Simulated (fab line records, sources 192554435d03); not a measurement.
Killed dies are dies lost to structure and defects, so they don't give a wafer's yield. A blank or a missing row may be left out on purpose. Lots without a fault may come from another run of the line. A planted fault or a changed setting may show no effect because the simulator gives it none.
Which tool did it? | flow n5_finfet | 11 lots, 33 wafers sampled, at 5 steps of a route of 1938

WHAT THE GAUGES READ, wafer by wafer
N5_BEOL_M4_RC_MEAS_101. Usual: DIBL_N 35.8 mV/V, standard deviation 1.8; DIBL_P 35.6 mV/V, standard deviation 2; IOFF_N 0.148 nA/um, standard deviation 0.028; IOFF_P 0.20 nA/um, standard deviation 0.034; ION_N 672 uA/um, standard deviation 12; ION_P 462 uA/um, standard deviation 8.5; SS_N 71.2 mV/dec, standard deviation 0.65; SS_P 73.1 mV/dec, standard deviation 0.67; VT_N 251 mV, standard deviation 3.3; VT_P -251 mV, standard deviation 3.8.
lot  | measured     | on        | DIBL_N (mV/V)  | DIBL_P (mV/V)  | IOFF_N (nA/um)    | IOFF_P (nA/um) | ION_N (uA/um) | ION_P (uA/um) | SS_N (mV/dec)  | SS_P (mV/dec)  | VT_N (mV)   | VT_P (mV)      | flag
L932 | day 8 00:16  | prober-01 | 35.3 34.6 35.5 | 35.9 34.8 35.3 | 0.161 0.154 0.159 | 0.22 0.20 0.22 | 685 675 682   | 471 462 471   | 71.8 71.3 72.4 | 73.3 73.1 72.5 | 252 250 252 | -248 -248 -248 |
L935 | day 9 04:34  | prober-01 | 37.6 37.9 36.8 | 36.9 37.5 35.5 | 0.169 0.162 0.147 | 0.20 0.22 0.18 | 693 684 675   | 465 461 462   | 71.9 71.7 71.4 | 73.8 74.0 72.9 | 245 247 251 | -252 -249 -254 |
L937 | day 9 10:25  | prober-01 | 38.1 37.8 37.9 | 36.8 36.6 36.3 | 0.191 0.178 0.174 | 0.26 0.26 0.23 | 692 686 685   | 481 475 468   | 71.9 71.9 71.4 | 72.9 73.2 73.2 | 247 247 248 | -244 -242 -246 |
L940 | day 10 05:30 | prober-01 | 38.0 34.9 33.6 | 37.4 34.3 32.3 | 0.178 0.117 0.105 | 0.21 0.17 0.14 | 676 656 661   | 456 454 450   | 71.5 71.0 69.8 | 73.8 73.0 72.1 | 252 255 255 | -254 -252 -256 |
L941 | day 10 15:32 | prober-01 | 35.1 35.3 34.7 | 34.7 35.3 34.5 | 0.135 0.146 0.150 | 0.18 0.18 0.18 | 666 673 697   | 458 456 468   | 71.8 71.5 70.6 | 71.9 72.5 72.7 | 252 249 248 | -251 -251 -251 |
L942 | day 11 02:08 | prober-01 | 35.6 34.6 34.9 | 36.3 35.0 35.4 | 0.158 0.145 0.152 | 0.21 0.18 0.20 | 679 681 679   | 466 462 460   | 71.1 71.2 71.2 | 73.5 72.8 73.0 | 248 251 250 | -252 -250 -249 |
L944 | day 11 04:51 | prober-01 | 34.9 34.6 34.2 | 35.3 34.7 35.1 | 0.141 0.142 0.134 | 0.21 0.21 0.21 | 672 671 673   | 466 473 463   | 71.2 70.9 70.0 | 72.7 72.8 72.3 | 251 252 249 | -248 -251 -251 |
L948 | day 12 03:19 | prober-01 | 38.5 35.8 35.6 | 39.8 34.5 36.1 | 0.191 0.137 0.146 | 0.25 0.17 0.18 | 679 663 683   | 463 454 466   | 72.1 71.6 71.5 | 73.7 73.0 73.1 | 248 252 251 | -248 -252 -255 |
L949 | day 12 09:55 | prober-02 | 36.9 36.9 35.5 | 35.4 36.1 35.7 | 0.152 0.153 0.140 | 0.17 0.18 0.18 | 679 675 682   | 453 451 465   | 70.9 71.9 71.0 | 73.3 72.9 73.2 | 251 252 251 | -255 -254 -252 |
L950 | day 12 19:14 | prober-02 | 36.4 39.3 37.4 | 33.2 36.0 35.8 | 0.145 0.208 0.170 | 0.16 0.19 0.20 | 671 659 685   | 454 443 459   | 71.8 72.7 71.3 | 73.0 73.9 73.8 | 253 249 249 | -257 -253 -250 |
L953 | day 13 22:43 | prober-02 | 34.5 35.1 35.3 | 34.1 35.6 35.2 | 0.145 0.163 0.164 | 0.19 0.21 0.21 | 673 687 692   | 471 470 469   | 70.7 70.5 70.9 | 72.4 72.9 72.9 | 249 246 247 | -249 -247 -247 |

N5_MIM_TOP_LITHO_INSPECT_12: inspects for defects (macro). Usual: raw_defect_count 2.4, standard deviation 1.7.
lot  | measured     | on                | raw_defect_count | flag
L932 | day 11 12:04 | defect_inspect-01 | 2 3 2            |
L935 | day 12 19:07 | defect_inspect-01 | 1 2 2            |
L937 | day 12 23:37 | defect_inspect-01 | 2 2 5            |
L940 | day 13 23:07 | defect_inspect-02 | 3 2 2            |
L941 | day 14 05:53 | defect_inspect-01 | 5 1 2            |
L942 | day 14 20:09 | defect_inspect-01 | 6 1 1            |
L944 | day 14 22:35 | defect_inspect-01 | 2 2 0            |
L948 | day 16 04:40 | defect_inspect-01 | 1 2 1            |
L949 | day 16 10:47 | defect_inspect-02 | 4 2 2            |
L950 | day 16 16:44 | defect_inspect-01 | 0 1 3            |
L953 | day 17 11:02 | defect_inspect-01 | 3 2 3            |

N5_MIM_BOT_LITHO_CD_MEAS_08: target cd 3000 nm. Usual: cd_nm 2999.6 nm, standard deviation 2.
lot  | measured     | on        | cd_nm (nm)           | flag
L932 | day 11 12:45 | cd_sem-02 | 2999.3 3000.5 2999.0 |
L935 | day 12 20:02 | cd_sem-01 | 3001.1 3000.6 2997.4 |
L937 | day 13 00:19 | cd_sem-02 | 3000.7 2998.4 3001.7 |
L940 | day 13 23:49 | cd_sem-03 | 2997.4 2998.7 2995.1 |
L941 | day 14 06:43 | cd_sem-03 | 3000.4 2999.5 3001.7 |
L942 | day 14 20:57 | cd_sem-02 | 3000.0 3000.9 2997.3 |
L944 | day 14 23:35 | cd_sem-02 | 2998.2 2996.8 2999.1 |
L948 | day 16 05:23 | cd_sem-01 | 3003.2 3001.4 3000.2 |
L949 | day 16 12:02 | cd_sem-03 | 3003.0 3000.1 3003.5 |
L950 | day 16 17:28 | cd_sem-03 | 3000.9 3001.0 3001.2 |
L953 | day 17 11:43 | cd_sem-02 | 2996.9 2998.7 2997.6 |

WHICH TOOL RAN EACH LOT (tool, then ch and the chambers of the sampled wafers, then the start)
lot  | N5_MIM_BOT_SPUTTER_00        | N5_MIM_TOP_ALD_01
L932 | pvd_sputter-03, day 11 10:42 | ald_hk-02 ch 0,3, day 11 12:04 or earlier
L935 | pvd_sputter-02, day 12 17:23 | ald_hk-01 ch 1,2, day 12 19:07 or earlier
L937 | pvd_sputter-01, day 12 22:34 | ald_hk-03 ch 0,2,3, day 12 23:37 or earlier
L940 | pvd_sputter-03, day 13 22:01 | ald_hk-03 ch 1,2,3, day 13 23:07 or earlier
L941 | pvd_sputter-03, day 14 04:44 | ald_hk-02 ch 0,1,2, day 14 05:53 or earlier
L942 | pvd_sputter-01, day 14 17:16 | ald_hk-03 ch 0,1,2, day 14 20:09 or earlier
L944 | pvd_sputter-03, day 14 19:42 | ald_hk-03 ch 0,1, day 14 22:35 or earlier
L948 | pvd_sputter-01, day 16 02:44 | ald_hk-01 ch 0,1,2, day 16 04:40 or earlier
L949 | pvd_sputter-01, day 16 07:56 | ald_hk-03 ch 0,3, day 16 10:47 or earlier
L950 | pvd_sputter-01, day 16 13:58 | ald_hk-02 ch 1,2, day 16 16:44 or earlier
L953 | pvd_sputter-02, day 17 09:35 | ald_hk-03 ch 1,2,3, day 17 11:02 or earlier
- N5_MIM_BOT_SPUTTER_00: material TiN, target thk 35 nm, time 89.7 s.
- N5_MIM_TOP_ALD_01: deposits HfO2, target thk 5.6 nm, pulse time 1 s, purge time 3 s.

WHAT THE TOOLS THEMSELVES READ (means of the sampled wafers that have a number; where no wafer has one, the mark that the record gives instead)
N5_MIM_BOT_SPUTTER_00. Usual: susceptor_temp_C 200.00 C, standard deviation 0.15; throttle_valve_pct 30.4 %, standard deviation 1.
lot  | tool           | susceptor_temp_C (C) | throttle_valve_pct (%) | flag
L932 | pvd_sputter-03 | 200.21               | 29.4                   |
L935 | pvd_sputter-02 | 199.88               | 30.4                   |
L937 | pvd_sputter-01 | 200.05               | 31.0                   |
L940 | pvd_sputter-03 | 200.08               | 29.8                   |
L941 | pvd_sputter-03 | 200.04               | 29.2                   |
L942 | pvd_sputter-01 | 199.98               | 30.1                   |
L944 | pvd_sputter-03 | 200.02               | 28.8                   |
L948 | pvd_sputter-01 | 199.90               | 30.5                   |
L949 | pvd_sputter-01 | 200.03               | 30.5                   |
L950 | pvd_sputter-01 | 200.04               | 31.2                   |
L953 | pvd_sputter-02 | 200.11               | 29.9                   |

N5_MIM_TOP_ALD_01. Usual: precursor_pulse_height_rel 0.997, standard deviation 0.018.
lot  | tool      | precursor_pulse_height_rel | flag
L932 | ald_hk-02 | 1.015                      |
L935 | ald_hk-01 | 0.995                      |
L937 | ald_hk-03 | 0.984                      |
L940 | ald_hk-03 | 0.995                      |
L941 | ald_hk-02 | 1.000                      |
L942 | ald_hk-03 | 0.999                      |
L944 | ald_hk-03 | 0.996                      |
L948 | ald_hk-01 | 0.989                      |
L949 | ald_hk-03 | 0.986                      |
L950 | ald_hk-02 | 1.010                      |
L953 | ald_hk-03 | 0.989                      |

THE ANSWER, worked out from the rows above alone
Rule: a lot is off if the mean of its wafers that have a number lies more than 3 standard deviations from the usual mean. A lot without any number at a reading at which 4 lots or more have one is off too. The other lots that the step has rows for count as sound. The gauges are gone through in route order, then the tools' own readings, and for those a lot's mean is taken as printed above. The first step at which some lot is off is used, and at that step the reading that is off furthest; a lot without a number counts as furthest.
No lot is off at any reading shown: from this, nothing can be told.

WHAT THE SIMULATOR HAD PUT IN
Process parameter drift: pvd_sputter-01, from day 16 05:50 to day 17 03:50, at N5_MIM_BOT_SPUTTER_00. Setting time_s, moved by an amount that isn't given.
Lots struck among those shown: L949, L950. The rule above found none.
